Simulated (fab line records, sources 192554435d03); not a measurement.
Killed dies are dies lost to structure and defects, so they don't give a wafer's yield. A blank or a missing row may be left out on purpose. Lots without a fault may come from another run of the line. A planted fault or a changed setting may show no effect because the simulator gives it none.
A struck lot beside a sound one | flow n5_finfet | 15 steps out of a route of 1938
Sound: wafers L390.1, L390.2, L390.4. Struck: wafers L406.1, L406.2, L406.3. The cause comes at the end.
At each step with rows: each side's tool, then ch and its chambers, then its first start. Under that, the readings that differ: sound wafers | struck wafers | difference of the means | sigmas: that difference in standard deviations of wafers without a fault.
alike: readings whose means differ by less than 2 such deviations, and words and numbers that are the same on both sides. not compared: withheld readings, readings that some wafer has no value for, bounds like >300 that may hide the same value, and numbers for which the record gives no deviation and whose values overlap.
The two part at a step that has a row with sigmas, a row that says differs or no value, or rows on one side only. Numbers that don't overlap but have no deviation are shown without sigmas and don't part them. A reading that every wafer of one side lacks parts them only if that side has two wafers or more.

first, 5 steps without rows for these wafers: N5_BEOL_M15_SOFTBAKE_05 (time 60 s); N5_BEOL_M15_EXPOSE_07 (exposes mask V14); N5_BEOL_M15_PEB_08 (peb time 90 s); N5_BEOL_M15_DEVELOP_09 (develop time 45 s); N5_BEOL_M15_HARDBAKE_14 (time 120 s).
N5_BEOL_M15_CD_MEAS_10: target cd 360 nm.
  sound on cd_sem-02 ch 0, day 12 04:46; struck on cd_sem-01 ch 0, day 16 15:22
  alike: cd_nm
N5_BEOL_M15_OVL_MEAS_11:
  sound on overlay-02 ch 0, day 12 04:48; struck on overlay-02 ch 0, day 16 15:23
  alike: V14_OVL
N5_BEOL_M15_INSPECT_12: inspects for defects (macro).
  sound on defect_inspect-01, day 12 04:49; struck on defect_inspect-02, day 16 15:25
  alike: raw_defect_count
N5_BEOL_M15_DESCUM_15: chemistry O2, time 7.9 s.
  sound on rie_diel-05 ch 0,1,3, day 12 04:52; struck on rie_diel-05 ch 0,1,3, day 16 15:27
  alike: drypump_motor_current_A, oes_product_au, rf_vpp_V, showerhead_plenum_p_Torr, throttle_valve_pct
  not compared: rf_hours_counter_h
N5_BEOL_M15_ETCH_59: etches BARC in N2/H2, target depth 89 nm, overetch 26.7 nm, time 67.9 s.
  sound on rie_diel-05 ch 0,1,3, day 12 04:53; struck on rie_diel-05 ch 0,1,3, day 16 15:29
  alike: drypump_motor_current_A, h2_flow_sccm, oes_product_au, rf_vpp_V, showerhead_plenum_p_Torr, throttle_valve_pct
  not compared: rf_hours_counter_h
N5_BEOL_M15_VIA_ETCH_16: etches SiO2 in C4F8/O2/Ar, target depth 1792.2 nm.
  sound on rie_diel-05 ch 0,1,3, day 12 04:56; struck on rie_diel-05 ch 0,1,3, day 16 15:32
  alike: drypump_motor_current_A, he_inner_torr, oes_product_au, rf_vpp_V, showerhead_plenum_p_Torr, throttle_valve_pct
N5_BEOL_M15_STRIP_63: strips in O2.
  sound on rie_diel-05 ch 0,1,3; struck on rie_diel-05 ch 0,1,3
  alike: chamber_pressure_mTorr, drypump_motor_current_A, oes_product_au, rf_vpp_V, showerhead_plenum_p_Torr, throttle_valve_pct
  not compared: rf_hours_counter_h
N5_BEOL_M15_STRIP_64: strips in O2.
  sound on rie_diel-05 ch 0,1,3, day 12 05:00; struck on rie_diel-05 ch 0,1,3, day 16 15:00
  reading                        | sound                | struck               | difference | sigmas
  chamber_pressure_mTorr (mTorr) | 29.980 30.018 30.038 | 20.985 21.020 20.981 | -9.017     | -99 or more
  alike: drypump_motor_current_A, oes_product_au, rf_vpp_V, showerhead_plenum_p_Torr, throttle_valve_pct
  not compared: rf_hours_counter_h
then, 2 steps without rows for these wafers: N5_BEOL_M15_STRIP_65 (strips in post etch residue remover, time 60 s); N5_PASSIVATION_PROBE_49.

WHERE THEY PART
Only at N5_BEOL_M15_STRIP_64, within this record.

WHY: what the simulator had put in
Process parameter drift: rie_diel-05, from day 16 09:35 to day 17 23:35, at N5_BEOL_M15_STRIP_64. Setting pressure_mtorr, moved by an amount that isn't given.
